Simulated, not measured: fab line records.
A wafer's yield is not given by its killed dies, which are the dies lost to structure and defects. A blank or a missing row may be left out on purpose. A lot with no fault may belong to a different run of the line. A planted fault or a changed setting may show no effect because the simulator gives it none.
fab line records	flow n5-finfet
record lots=12	wafers=36	last-day=17
route steps=1938 shown PMOS_HMC_CHANNEL_EPI@72 PASSIVATION@1906
lots that met no fault: from a run of the same line without faults
start-h: hours from the record's opening day to when the first of the lot's shown wafers began	wait-h: hours since the lot's step before	" the same as in the row above	L1.1+2: a row that stands for several wafers	- no value present, or no start provided	* or withheld: withheld	< > ~ a bound
route shown NAME@n: a module of which the file shows steps, and the number in the route of the first	usual: mean/standard deviation of fault-free wafers	same: alike in all rows	chamber/n: place in a boat	sites: the reading at each site	_std_site: the values' standard deviation	_edge_site: inner sites' mean taken away from outer sites' mean	radius-mm: for every site, how far away it sits from the centre of the wafer	mask NAME#n: copy n	behind: the tool/chamber that last shaped the wafer	hold: the reason the lot was held/the length of the hold in hours/how it ended	device: names the non-switching transistor (n, p or np)	end of line: tests of these same wafers at the route's end	where a step has no rows: the recipe by itself	killed: count of dies lost to structure and defects at first sort (not the wafer's yield)	map: shows each die of a wafer: x if killed, . if not, _ if none is there
set.NAME: setting as actually run; set.NAME@STEP: the setting as run at that earlier step	model.NAME: the simulator's own value behind a step, which no gauge read
the route's steps for a sample of lots (tables are steps, rows are wafers)
services: from which hour (start-h, from the record's first day; less than 0 if before it) a tool's chamber was out of use, for how many hours, and why
## steps
# step N5_PMOS_HMC_CHANNEL_EPI_STRIP_17
# recipe chemistry=SPM	time-s=750	temp-c=130	h2so4-h2o2-vol-ratio=4	dry=ipa-marangoni
lot.wafer	tool	chamber	start-h	wait-h
L206.1+2+6	wet-bench-06	1,2,7	17.16	-
L207.1+4+5	wet-bench-02	0,3,2	26.49	-
L208.1+2+4	wet-bench-06	6,2,1	29.68	-
L211.2+4+5	wet-bench-06	7,1,0	47.78	-
L214.1+4+5	wet-bench-06	4,7,0	65.46	-
L219.1+3+5	wet-bench-04	0,3,7	95.14	-
L222.3+5+6	wet-bench-02	5,0,7	113.51	-
L224.2+3+5	wet-bench-04	4,3,0	125.93	-
L225.1+3+6	wet-bench-02	7,2,3	131.71	-
L226.2+3+5	wet-bench-06	6,2,7	137.68	-
L227.3+4+5	wet-bench-06	0,7,4	143.71	-
L229.1+2+3	wet-bench-06	0,7,2	155.96	-
# step N5_PASSIVATION_OVL_MEAS_63
# recipe points-per-wafer=44
# usual PAD_OVL=-2/5.3
# same points-per-wafer=44
lot.wafer	tool	chamber	start-h	wait-h	PAD_OVL[nm]
L206.1	overlay-02	0	262.29	0.0	-6
L206.2	"	0	"	"	-7
L206.6	"	0	"	"	-8
L207.1	overlay-02	0	267.39	0.0	-8
L207.4	"	0	"	"	-1
L207.5	"	0	"	"	-7
L208.1	overlay-02	0	270.07	0.0	-1
L208.2	"	0	"	"	3
L208.4	"	0	"	"	5
L211.2	overlay-02	0	311.54	0.0	3
L211.4	"	0	"	"	7
L211.5	"	0	"	"	-3
L214.1	overlay-01	0	324.52	0.0	5
L214.4	"	0	"	"	7
L214.5	"	0	"	"	1
L219.1	overlay-02	0	324.73	0.0	-3
L219.3	"	0	"	"	1
L219.5	"	0	"	"	-7
L222.3	overlay-01	0	358.62	0.0	-4
L222.5	"	0	"	"	-7
L222.6	"	0	"	"	-13
L224.2	overlay-02	0	369.23	0.0	-5
L224.3	"	0	"	"	-5
L224.5	"	0	"	"	0
L225.1	overlay-02	0	382.43	0.0	3
L225.3	"	0	"	"	0
L225.6	"	0	"	"	-4
L227.3	overlay-01	0	386.41	0.0	-7
L227.4	"	0	"	"	-5
L227.5	"	0	"	"	7
L226.2	overlay-01	0	386.63	0.0	-3
L226.3	"	0	"	"	-7
L226.5	"	0	"	"	-7
L229.1	overlay-02	0	397.88	0.0	-9
L229.2	"	0	"	"	-8
L229.3	"	0	"	"	-5
# step N5_PASSIVATION_AL_ETCH_33
# recipe chemistry=Cl2/BCl3	target-depth-a=28000	over-etch-frac=0.15	Cl2_flow_sccm=180	bcl3-flow-sccm=60	target=Al	stop-on=TaN	time-s=466.7	ion-energy-ev=100	pressure-mtorr=10	icp-w=900	bias-w=100
# usual drypump-motor-current-A=5.6/0.43	oes-product-au=0.71/0.066	throttle-valve-pct=34.35/0.22
# same over-etch-frac=0.15
lot.wafer	tool	chamber	start-h	wait-h	drypump-motor-current-A	oes-product-au	rf-hours-counter-h	throttle-valve-pct
L206.1	rie-metal-02	1	262.65	0.1	6.0	0.76	22	34.55
L206.2	"	0	"	"	5.0	0.58	105	34.25
L206.6	"	1	"	"	6.0	0.75	-	34.55
L207.1	rie-metal-02	1	267.63	0.1	6.0	0.75	23	34.55
L207.4	"	1	"	"	6.0	0.75	-	34.55
L207.5	"	1	"	"	6.0	0.76	-	34.55
L208.1	rie-metal-02	1	270.28	0.1	6.0	0.75	24	34.54
L208.2	"	0	"	"	5.0	0.57	106	34.23
L208.4	"	1	"	"	6.0	0.74	-	34.55
L211.2	rie-metal-02	1	311.97	0.1	6.0	0.75	27	34.54
L211.4	"	1	"	"	5.9	0.75	-	34.52
L211.5	"	0	"	"	5.0	0.57	-	34.25
L214.1	rie-metal-03	0	324.66	0.1	5.3	0.75	22	33.68
L214.4	"	1	"	"	5.9	0.68	-	34.29
L214.5	"	1	"	"	5.9	0.69	-	34.24
L219.1	rie-metal-02	1	324.90	0.1	6.0	0.73	30	34.55
L219.3	"	1	"	"	6.0	0.73	-	34.55
L219.5	"	1	"	"	6.0	0.73	-	34.57
L222.3	rie-metal-01	1	358.89	0.2	6.1	0.66	-	34.50
L222.5	"	1	"	"	6.1	0.65	-	34.52
L222.6	"	0	"	"	5.3	0.72	-	34.26
L224.2	rie-metal-01	1	369.75	0.1	6.1	0.66	61	34.51
L224.3	"	0	"	"	5.3	0.73	-	34.26
L224.5	"	0	"	"	5.3	0.72	-	34.25
L225.1	rie-metal-02	1	382.62	0.1	6.0	0.72	36	34.57
L225.3	"	0	"	"	5.0	0.84	-	34.20
L225.6	"	1	"	"	6.0	0.72	-	34.56
L227.3	rie-metal-01	0	386.69	0.2	5.3	0.73	-	34.24
L227.4	"	1	"	"	6.1	0.66	-	34.47
L227.5	"	1	"	"	6.1	0.66	-	34.49
L226.2	rie-metal-02	1	386.78	0.1	5.9	0.72	37	34.56
L226.3	"	0	"	"	4.9	0.84	-	34.19
L226.5	"	1	"	"	6.0	0.71	-	34.57
L229.1	rie-metal-02	0	398.57	0.1	4.9	0.80	6	34.24
L229.2	"	1	"	"	6.0	0.69	39	34.61
L229.3	"	0	"	"	5.0	0.80	-	34.23
# step N5_PASSIVATION_OVL_MEAS_66
# recipe points-per-wafer=44
# usual PASS_OPEN_OVL=-2/5.8
# same points-per-wafer=44
lot.wafer	tool	chamber	start-h	wait-h	PASS_OPEN_OVL[nm]
L206.1	overlay-01	0	264.45	0.0	5
L206.2	"	0	"	"	-10
L206.6	"	0	"	"	-8
L207.1	overlay-01	0	269.34	0.0	-7
L207.4	"	0	"	"	-2
L207.5	"	0	"	"	-6
L208.1	overlay-01	0	271.97	0.0	7
L208.2	"	0	"	"	-5
L208.4	"	0	"	"	-2
L211.2	overlay-01	0	313.86	0.0	0
L211.4	"	0	"	"	0
L211.5	"	0	"	"	-5
L214.1	overlay-02	0	326.49	0.0	-6
L214.4	"	0	"	"	7
L214.5	"	0	"	"	-4
L219.1	overlay-02	0	327.01	0.0	-1
L219.3	"	0	"	"	1
L219.5	"	0	"	"	-5
L222.3	overlay-01	0	360.48	0.0	-1
L222.5	"	0	"	"	0
L222.6	"	0	"	"	8
L224.2	overlay-02	0	371.35	0.0	2
L224.3	"	0	"	"	-1
L224.5	"	0	"	"	-2
L225.1	overlay-02	0	384.21	0.0	-1
L225.3	"	0	"	"	-10
L225.6	"	0	"	"	-8
L227.3	overlay-01	0	388.27	0.0	-8
L227.4	"	0	"	"	-4
L227.5	"	0	"	"	-9
L226.2	overlay-02	0	388.50	0.0	-7
L226.3	"	0	"	"	-1
L226.5	"	0	"	"	-1
L229.1	overlay-01	0	400.29	0.0	0
L229.2	"	0	"	"	5
L229.3	"	0	"	"	0
# step N5_PASSIVATION_PROBE_49
# usual defect-limited-yield=91.1/1.3	killed_at_M0_to_M3=34/10	killed_at_M4_up=14/5.7	killed-at-contacts=12/5.9	killed-at-front-end=41/12	killed-at-other=4/3.1	killed-dies=105/15	killed-on-rim=14/4.2	killed-open=69/11	killed-short=35/7.8	sort_bin_5_function=5.3/0.81	sort_bin_6_memory=3.3/0.75	sort_bin_8_speed=0.00/0.007	sort-n-pass=1075/15	sort-yield-pct=91.1/1.3
# same gross-dies=1180	killed-at-back-side=0	sort_bin_4_leakage[%]=0
lot.wafer	tool	chamber	start-h	wait-h	defect-limited-yield[%]	killed_at_M0_to_M3	killed_at_M4_up	killed-at-contacts	killed-at-front-end	killed-at-other	killed-dies	killed-on-rim	killed-open	killed-short	sort_bin_5_function[%]	sort_bin_6_memory[%]	sort_bin_8_speed[%]	sort-n-pass	sort-yield-pct[%]
L211.2	prober-01	-	317.98	0.8	93.3	25	12	16	25	1	79	7	46	33	4.2	2.1	0	1101	93.3
L211.4	prober-01	-	318.08	0.9	90.9	32	14	10	49	2	107	13	67	40	6.1	2.8	0	1073	90.9
L211.5	prober-01	-	318.13	0.9	82.1	37	10	19	141	4	211	24	71	35	9.7	5.3	0	969	82.1
L214.1	prober-02	-	329.65	0.0	88.6	19	9	30	75	1	134	20	95	39	6.9	4.2	0	1046	88.6
L214.4	prober-02	-	329.80	0.2	90.3	29	13	8	59	5	114	12	73	35	5.6	3.5	0	1066	90.3
L214.5	prober-02	-	329.85	0.2	77.5	45	9	16	193	2	265	37	105	45	14.3	6.1	0	915	77.5
L227.3	prober-01	-	392.00	0.1	90.8	29	19	9	44	7	108	15	70	37	5.3	3.6	0	1072	90.8
L227.4	prober-01	-	392.05	0.2	91.1	36	23	10	28	8	105	11	69	34	5.8	3.0	0	1075	91.1
L227.5	prober-01	-	392.10	0.2	92.5	12	19	11	36	10	88	11	57	30	4.7	2.5	0	1092	92.5
L226.2	prober-02	-	392.64	0.1	91.8	35	6	11	42	3	97	11	63	32	5.2	2.7	0	1083	91.8
# killed by level:class
L211.2 MOL_CONTACT_COAG:geometric-particle:open=10 FIN_SAQP:geometric-particle:short=8 BEOL_M0_SAQP:geometric-particle:short=8 MOL_CONTACT_COAG:geometric-particle:short=6 FIN_SAQP:geometric-particle:open=6 BEOL_M4:geometric-particle:open=6 BEOL_M0_SAQP:geometric-particle:open=4 BEOL_M3:geometric-particle:short=4
L211.4 STI_FIN_REVEAL:geometric-particle:open=15 BEOL_M0_SAQP:geometric-particle:short=10 FIN_SAQP:geometric-particle:short=8 MOL_CONTACT_COAG:geometric-particle:open=8 BEOL_M0_SAQP:geometric-particle:open=8 BEOL_M4:geometric-particle:open=7 BEOL_M2:geometric-particle:open=6 ILD0:geometric-particle:open=4
L211.5 PMOS_HMC_CHANNEL_EPI:unspecified=105 STI_FIN_REVEAL:geometric-particle:open=18 MOL_CONTACT_COAG:geometric-particle:open=16 BEOL_M0_SAQP:geometric-particle:short=11 BEOL_M0_SAQP:geometric-particle:open=10 BEOL_M1:geometric-particle:open=4 BEOL_M4:geometric-particle:open=4 FIN_SAQP:geometric-particle:open=3
L214.1 FIN_SAQP:geometric-particle:open=33 MOL_CONTACT_COAG:geometric-particle:open=27 FIN_SAQP:geometric-particle:short=21 STI_FIN_REVEAL:geometric-particle:open=6 BEOL_M3:geometric-particle:open=6 BEOL_M2:geometric-particle:open=4 DUMMY_GATE:geometric-particle:open=3 MOL_CONTACT_COAG:geometric-particle:short=3
L214.4 FIN_SAQP:geometric-particle:open=22 FIN_SAQP:geometric-particle:short=14 BEOL_M2:geometric-particle:open=11 BEOL_M3:geometric-particle:open=7 MOL_CONTACT_COAG:geometric-particle:open=6 BEOL_M4:geometric-particle:open=5 HKMG_FIN:area-etch=5 BEOL_M1:geometric-particle:open=4
L214.5 PMOS_HMC_CHANNEL_EPI:unspecified=115 FIN_SAQP:geometric-particle:open=35 STI_FIN_REVEAL:geometric-particle:open=11 BEOL_M3:geometric-particle:open=11 BEOL_M2:geometric-particle:open=10 MOL_CONTACT_COAG:geometric-particle:open=10 FIN_SAQP:geometric-particle:short=8 BEOL_M0_SAQP:geometric-particle:short=8
L227.3 FIN_SAQP:geometric-particle:open=12 BEOL_M0_SAQP:geometric-particle:short=10 FIN_SAQP:geometric-particle:short=9 BEOL_M2:geometric-particle:open=9 BEOL_M0_SAQP:geometric-particle:open=8 MOL_CONTACT_COAG:geometric-particle:open=7 BEOL_M4:geometric-particle:open=6 STI_FIN_REVEAL:geometric-particle:open=4
L227.4 BEOL_M0_SAQP:geometric-particle:open=14 BEOL_M0_SAQP:geometric-particle:short=8 BEOL_M4:geometric-particle:open=8 MOL_CONTACT_COAG:geometric-particle:open=7 BEOL_M1:geometric-particle:open=6 BEOL_M3:geometric-particle:open=5 FIN_SAQP:geometric-particle:open=4 GATE_CUT:geometric-particle:short=4
L227.5 MOL_CONTACT_COAG:geometric-particle:open=9 BEOL_M4:geometric-particle:open=8 FIN_SAQP:geometric-particle:open=6 STI_FIN_REVEAL:geometric-particle:open=5 MIM_TOP_ETCH:geometric-particle:short=5 MIM_TOP_ETCH:geometric-particle:open=5 FIN_SAQP:geometric-particle:short=4 STARTING-WAFER:geometric-particle:open=4
L226.2 STI_FIN_REVEAL:geometric-particle:open=10 BEOL_M3:geometric-particle:open=10 BEOL_M0_SAQP:geometric-particle:open=9 MOL_CONTACT_COAG:geometric-particle:open=7 BEOL_M0_SAQP:geometric-particle:short=7 FIN_SAQP:geometric-particle:open=4 STI_FIN_REVEAL:geometric-particle:short=4 GATE_CUT:geometric-particle:short=4
## services
tool	chamber	start-h	hours	kind
wet-bench-02	-	-4.70	3.9	repair
rie-metal-02	1	14.06	-	clean
rie-metal-02	1	14.06	17.0	scheduled-down
rie-metal-02	1	14.06	17.0	vent-cycle
rie-metal-03	0	29.58	-	clean
rie-metal-01	0	40.41	-	clean
rie-metal-01	0	40.41	19.2	scheduled-down
rie-metal-01	0	40.41	19.2	vent-cycle
rie-metal-03	-	69.95	1.4	repair
rie-metal-02	0	75.97	10.4	repair
rie-metal-03	-	85.25	2.8	pm
rie-metal-02	-	91.63	0.3	repair
wet-bench-02	-	97.30	1.0	repair
wet-bench-04	-	103.89	2.0	repair
wet-bench-02	-	121.53	4.4	pm
rie-metal-01	0	173.63	9.6	repair
rie-metal-02	0	229.56	9.1	repair
rie-metal-02	-	250.37	0.5	repair
rie-metal-02	0	318.97	-	clean
rie-metal-02	0	318.97	17.0	scheduled-down
rie-metal-02	0	318.97	17.0	vent-cycle
rie-metal-02	-	340.53	4.3	pm
rie-metal-03	-	375.76	0.7	repair
rie-metal-03	-	382.05	28.1	pm
## key
first-sign step=N5_PASSIVATION_PROBE_49	reading=killed-at-front-end	direction=up	sigmas=10	usual=41	struck=167
effect step=N5_PASSIVATION_PROBE_49	reading=defect-limited-yield	direction=down	sigmas=8.6	usual=91.1	struck=79.8
more-kills-born-at N5_PMOS_HMC_CHANNEL_EPI_STRIP_17@wet-bench-06=220
met-at N5_PMOS_HMC_CHANNEL_EPI_STRIP_17
struck-lots L211,L214
struck-wafers L211.5,L214.5
not-acting-at N5_PASSIVATION_OVL_MEAS_63,N5_PASSIVATION_AL_ETCH_33,N5_PASSIVATION_OVL_MEAS_66
fault kind=chamber-particle-source	tool=wet-bench-06	chamber=0	onset-h=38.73	steps=N5_PMOS_HMC_CHANNEL_EPI_STRIP_17	rate-per-visit-cm2=0.84932	end-h=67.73
